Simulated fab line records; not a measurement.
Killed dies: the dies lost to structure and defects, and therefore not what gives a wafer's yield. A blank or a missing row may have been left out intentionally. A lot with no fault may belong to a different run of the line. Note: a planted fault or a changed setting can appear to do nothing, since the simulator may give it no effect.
What tool caused it? ; flow n5-finfet ; 24 lots, 72 wafers sampled, at 3 steps of a route of 1938

## WHAT THE GAUGES SHOWED, per wafer
N5_BEOL_M3_THK_MEAS_53: measures by xrf. Usual: M3_THK 39.8 nm, standard deviation 1.6.
lot;measured;on;M3_THK (nm);flag
L074;day 7 08:36;film-metro-02;36.1 37.3 39.2;
L075;day 7 22:11;film-metro-01;40.0 42.1 41.6;
L076;day 8 10:41;film-metro-01;39.3 41.9 40.6;
L077;day 8 11:09;film-metro-02;37.5 40.1 38.7;
L078;day 8 20:37;film-metro-01;37.5 39.3 40.8;
L079;day 8 21:06;film-metro-01;40.4 39.4 42.6;
L080;day 9 01:37;film-metro-02;37.3 38.2 39.4;
L081;day 9 03:32;film-metro-02;37.3 40.5 38.6;
L082;day 9 08:03;film-metro-02;38.8 38.9 39.5;
L083;day 9 22:41;film-metro-02;41.9 41.7 43.3;
L084;day 10 11:01;film-metro-01;37.7 39.4 40.7;
L086;day 10 12:25;film-metro-01;38.1 38.1 40.8;
L085;day 10 15:43;film-metro-01;41.7 41.4 39.5;
L088;day 10 21:41;film-metro-01;39.7 41.9 41.3;
L087;day 11 04:13;film-metro-02;38.0 38.1 40.5;
L089;day 11 07:57;film-metro-01;39.3 38.0 38.2;
L090;day 11 14:23;film-metro-01;37.5 38.0 39.5;
L092;day 11 17:02;film-metro-02;38.2 38.0 37.6;
L091;day 12 01:44;film-metro-01;40.3 39.5 41.1;
L093;day 12 07:56;film-metro-02;38.5 41.4 39.5;
L094;day 12 08:25;film-metro-01;40.5 41.6 40.3;
L095;day 13 00:17;film-metro-02;38.6 37.5 40.2;
L096;day 13 03:56;film-metro-02;41.9 40.5 39.4;
L097;day 13 09:23;film-metro-02;40.3 40.3 42.4;

N5_BEOL_M3_RS_MEAS_58: uses a four-point probe to measure. Usual: M3_RS 0.67 ohm/sq, standard deviation 0.036.
lot;measured;on;M3_RS (ohm/sq);flag
L074;day 7 08:52;film-metro-02;0.77 0.73 0.69;
L075;day 7 22:26;film-metro-01;0.66 0.62 0.63;
L076;day 8 10:59;film-metro-02;0.68 0.63 0.66;
L077;day 8 11:25;film-metro-02;0.72 0.66 0.69;
L078;day 8 20:52;film-metro-02;0.73 0.69 0.65;
L079;day 8 21:26;film-metro-02;0.67 0.69 0.63;
L080;day 9 01:53;film-metro-02;0.73 0.70 0.68;
L081;day 9 03:50;film-metro-02;0.73 0.66 0.70;
L082;day 9 08:19;film-metro-01;0.70 0.69 0.68;
L083;day 9 22:56;film-metro-02;0.62 0.63 0.60;
L084;day 10 11:17;film-metro-02;0.72 0.68 0.66;
L086;day 10 12:41;film-metro-01;0.71 0.71 0.65;
L085;day 10 15:58;film-metro-01;0.63 0.63 0.68;
L088;day 10 21:56;film-metro-02;0.67 0.63 0.64;
L087;day 11 04:29;film-metro-01;0.70 0.70 0.65;
L089;day 11 08:14;film-metro-01;0.69 0.72 0.71;
L090;day 11 14:41;film-metro-01;0.73 0.72 0.68;
L092;day 11 17:19;film-metro-01;0.70 0.71 0.71;
L091;day 12 02:04;film-metro-01;0.66 0.68 0.65;
L093;day 12 08:16;film-metro-01;0.71 0.64 0.68;
L094;day 12 08:42;film-metro-02;0.66 0.63 0.66;
L095;day 13 00:35;film-metro-02;0.70 0.72 0.66;
L096;day 13 04:13;film-metro-01;0.64 0.66 0.69;
L097;day 13 09:46;film-metro-01;0.66 0.66 0.62;

## WHAT TOOL EACH LOT RAN ON (gives the tool, then ch and the chambers of the sampled wafers, and finally the start)
lot;N5_BEOL_M3_SPUTTER_96
L074;pvd-sputter-02, day 7 07:49
L075;pvd-sputter-02, day 7 21:23
L076;pvd-sputter-02, day 8 09:53
L077;pvd-sputter-03, day 8 10:20
L078;pvd-sputter-01, day 8 19:45
L079;pvd-sputter-03, day 8 20:19
L080;pvd-sputter-01, day 9 00:40
L081;pvd-sputter-03, day 9 02:23
L082;pvd-sputter-03, day 9 07:16
L083;pvd-sputter-03, day 9 21:49
L084;pvd-sputter-03, day 10 10:10
L086;pvd-sputter-02, day 10 11:37
L085;pvd-sputter-02, day 10 14:55
L088;pvd-sputter-02, day 10 20:19
L087;pvd-sputter-02, day 11 03:26
L089;pvd-sputter-02, day 11 07:09
L090;pvd-sputter-03, day 11 13:35
L092;pvd-sputter-01, day 11 16:15
L091;pvd-sputter-03, day 12 00:40
L093;pvd-sputter-03, day 12 07:08
L094;pvd-sputter-02, day 12 07:20
L095;pvd-sputter-03, day 12 23:29
L096;pvd-sputter-01, day 13 03:08
L097;pvd-sputter-01, day 13 08:34
- N5_BEOL_M3_SPUTTER_96: material Cu, target thk 4.5 nm, time 8.29 s.

## AS READ BY THE TOOLS THEMSELVES (means over the sampled wafers that have a number; for cases with no such wafer, the mark the record gives instead)
N5_BEOL_M3_SPUTTER_96. Usual: chuck-sensor-temp-C -16.0 C, standard deviation 0.33; substrate-temp-c -20.00 C, standard deviation 0.1; throttle-valve-pct 29.9 %, standard deviation 1.2.
lot;tool;chuck-sensor-temp-C (C);substrate-temp-c (C);throttle-valve-pct (%);flag
L074;pvd-sputter-02;-16.1;-20.06;30.9;
L075;pvd-sputter-02;-16.0;-20.02;30.8;
L076;pvd-sputter-02;-16.2;-20.05;30.8;
L077;pvd-sputter-03;-15.7;-20.07;28.6;
L078;pvd-sputter-01;-16.0;-20.09;29.7;
L079;pvd-sputter-03;-16.1;-20.01;28.4;
L080;pvd-sputter-01;-16.2;-19.96;29.2;
L081;pvd-sputter-03;-15.8;-20.05;29.3;
L082;pvd-sputter-03;-15.8;-20.10;29.1;
L083;pvd-sputter-03;-15.9;-19.99;29.2;
L084;pvd-sputter-03;-16.0;-20.00;29.2;
L086;pvd-sputter-02;-16.1;-19.92;30.9;
L085;pvd-sputter-02;-16.1;-20.07;30.9;
L088;pvd-sputter-02;-16.1;-19.93;30.8;
L087;pvd-sputter-02;-16.3;-19.94;30.9;
L089;pvd-sputter-02;-16.1;-19.97;31.0;
L090;pvd-sputter-03;-15.9;-19.94;30.1;
L092;pvd-sputter-01;-15.9;-20.03;30.5;
L091;pvd-sputter-03;-15.9;-20.07;28.6;
L093;pvd-sputter-03;-15.7;-20.02;28.6;
L094;pvd-sputter-02;-16.2;-19.96;30.9;
L095;pvd-sputter-03;-15.8;-20.11;29.2;
L096;pvd-sputter-01;-16.0;-19.95;29.9;
L097;pvd-sputter-01;-16.1;-19.86;29.9;

## THE ANSWER, worked out from the rows above alone
Rule: a lot is off if the mean of its wafers that have a number lies more than 3 standard deviations from the usual mean. Also off: a lot with no number at a reading for which 4 or more lots have one. All remaining lots with rows at the step are treated as sound. After the gauges, taken in route order, come the tools' own readings; for these a lot's mean is taken, as printed above. At the first step where some lot is off, the reading lying furthest off is the one used; lots without a number count as furthest.
No lot is off at any reading shown: from this, nothing can be told.

## WHAT HAD BEEN PUT IN BY THE SIMULATOR
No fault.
